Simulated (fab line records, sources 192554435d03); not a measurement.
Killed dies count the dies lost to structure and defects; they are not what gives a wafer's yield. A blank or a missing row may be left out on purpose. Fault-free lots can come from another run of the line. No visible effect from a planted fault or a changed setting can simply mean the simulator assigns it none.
A struck lot beside a sound one || flow n5Finfet || 37 out of 1938 route steps
Sound: wafers L860.1, L860.5, L860.6. Struck: wafers L853.3, L853.5 (left out: L853.2, a lot-mate that was not struck); the cause follows at the end.
At each step with rows: each side's tool, then ch and its chambers, then its first start. Under that, the readings that differ: sound wafers || struck wafers || difference of the means || sigmas: that difference in standard deviations of wafers without a fault.
alike: readings with means less than 2 such deviations apart, plus words and numbers identical on both sides. not compared: withheld readings, readings lacking a value on some wafer, bounds such as >300 that could conceal the same value, and numbers that have no deviation in the record and whose values overlap.
Wherever a step has rows on one side only, a row that says differs or no value, or a row with sigmas, the two part there. Numbers that have no deviation but don't overlap get no sigmas and don't part them. Lack of a reading on every wafer of one side parts them only where that side has two or more wafers.

first, 9 steps without rows for these wafers: N5_BEOL_M4_ANNEAL_95 (time 240 s); N5_BEOL_M4_SPUTTER_96 (material Cu, target thk 4.5 nm, time 8.29 s); N5_BEOL_M4_ECD_50 (material Cu, target thk 300 nm); N5_BEOL_M4_ANNEAL_51 (time 90 s); N5_BEOL_M4_CMP_52 (polishes, stops on SiOC, t overpolish 6.8 s, target thk 40 nm); N5_BEOL_M4_PRE_CLEAN_60 (time 15 s); N5_BEOL_M4_CO_CAP_55 (material Co, precursor CCTBA/H2, target thk 2 nm, time 102.1 s); N5_BEOL_M4_PRE_CLEAN_56 (time 15 s); N5_BEOL_M4_DEP_57 (deposits SiCN from 3MS/NH3, target thk 8 nm, time 14 s).
N5_BEOL_M4_RC_MEAS_101:
  sound on prober-01 ch 0, day 13 07:30; struck on prober-02 ch 0, day 11 16:49
{"reading": "VT_P (mV)", "sound": "-256 -252 -257", "struck": "-246 -250", "difference": "+7", "sigmas": "+2"}
  alike: DIBL_N, DIBL_P, IOFF_N, IOFF_P, ION_N, ION_P, SS_N, SS_P, VT_N
then, 24 steps without rows for these wafers: N5_BEOL_M5_ILD_DEP_00 (deposits SiCOH lowk from DEMS/porogen, target thk 140.64 nm, time 25.9 s); N5_BEOL_M5_CURE_79 (cures SiCOH lowk, time 240 s); N5_BEOL_M5_PECVD_70 (deposits SiO2 from TEOS/O2, target thk 16 nm, time 18 s); N5_BEOL_M5_HM_DEP_02 (deposits TiN, target thk 20 nm); N5_BEOL_M5_COAT_59 (time 60 s, resist thk 60 nm); N5_BEOL_M5_COAT_60 (time 60 s, resist thk 12 nm); N5_BEOL_M5_COAT_71 (time 60 s, resist thk 5 nm); N5_BEOL_M5_COAT_05 (resist thk 30 nm); N5_BEOL_M5_EBR_07; N5_BEOL_M5_SOFTBAKE_06 (time 60 s); N5_BEOL_M5_EXPOSE_08 (exposes mask M5, target cd 28 nm); N5_BEOL_M5_PEB_09 (peb time 60 s); N5_BEOL_M5_DEVELOP_10 (develop time 30 s); N5_BEOL_M5_DESCUM_16 (chemistry O2, time 7 s); N5_BEOL_M5_ETCH_72 (etches underlayer in N2/H2, target depth 6.5 nm, time 5.2 s); N5_BEOL_M5_ETCH_61 (etches SiARC in CF4, target depth 15.6 nm, time 26 s); N5_BEOL_M5_ETCH_62 (etches SOC in N2/H2, target depth 75 nm, overetch 15 nm, time 112.5 s); N5_BEOL_M5_STRIP_63 (strips in N2/H2); N5_BEOL_M5_STRIP_73 (strips in N2/H2); N5_BEOL_M5_STRIP_64 (strips in CF4); N5_BEOL_M5_HM_OPEN_17 (chemistry Cl2/BCl3, target TiN, target depth 20 nm, overetch 6 nm); N5_BEOL_M5_STRIP_19 (strips in O2); N5_BEOL_M5_COAT_65 (time 60 s, resist thk 60 nm); N5_BEOL_M5_COAT_66 (time 60 s, resist thk 12 nm).
N5_BEOL_M8_SPUTTER_48: material Cu, target thk 10 nm, time 1.667 s.
  sound: pvdSputter-02 at day 14 17:11; struck: pvdSputter-01 at day 13 01:15
  alike: chamberPressurePa, chuckGasFlowSccm, chuckSensorTempC, throttleValvePct
N5_BEOL_M15_RC_MEAS_101:
  sound on prober-02 ch 0, day 16 13:48; struck on prober-01 ch 0, day 15 00:07
{"reading": "COMB_M5 (S/m)", "sound": "2.9e-11 3.3e-11 3e-11", "struck": "4.9e-11 4.3e-11", "difference": "+1.5e-11", "sigmas": "+2"}
  alike: COMB_M10, COMB_M11, COMB_M12, COMB_M13, COMB_M14, COMB_M15, COMB_M6, COMB_M7, COMB_M8, COMB_M9, SERP_M10, SERP_M11, SERP_M12, SERP_M13, SERP_M14, SERP_M5, SERP_M6, SERP_M7, SERP_M9
  not compared: SERP_M8, SERP_M8_max_site
N5_PASSIVATION_PROBE_49:
  rows exist in the record for the struck wafers here (prober-02, day 15 13:55), but not for the sound ones

## WHERE THEY PART
Last at N5_PASSIVATION_PROBE_49 as far as this record goes, first at N5_BEOL_M4_RC_MEAS_101.

WHY: what had been put in by the simulator
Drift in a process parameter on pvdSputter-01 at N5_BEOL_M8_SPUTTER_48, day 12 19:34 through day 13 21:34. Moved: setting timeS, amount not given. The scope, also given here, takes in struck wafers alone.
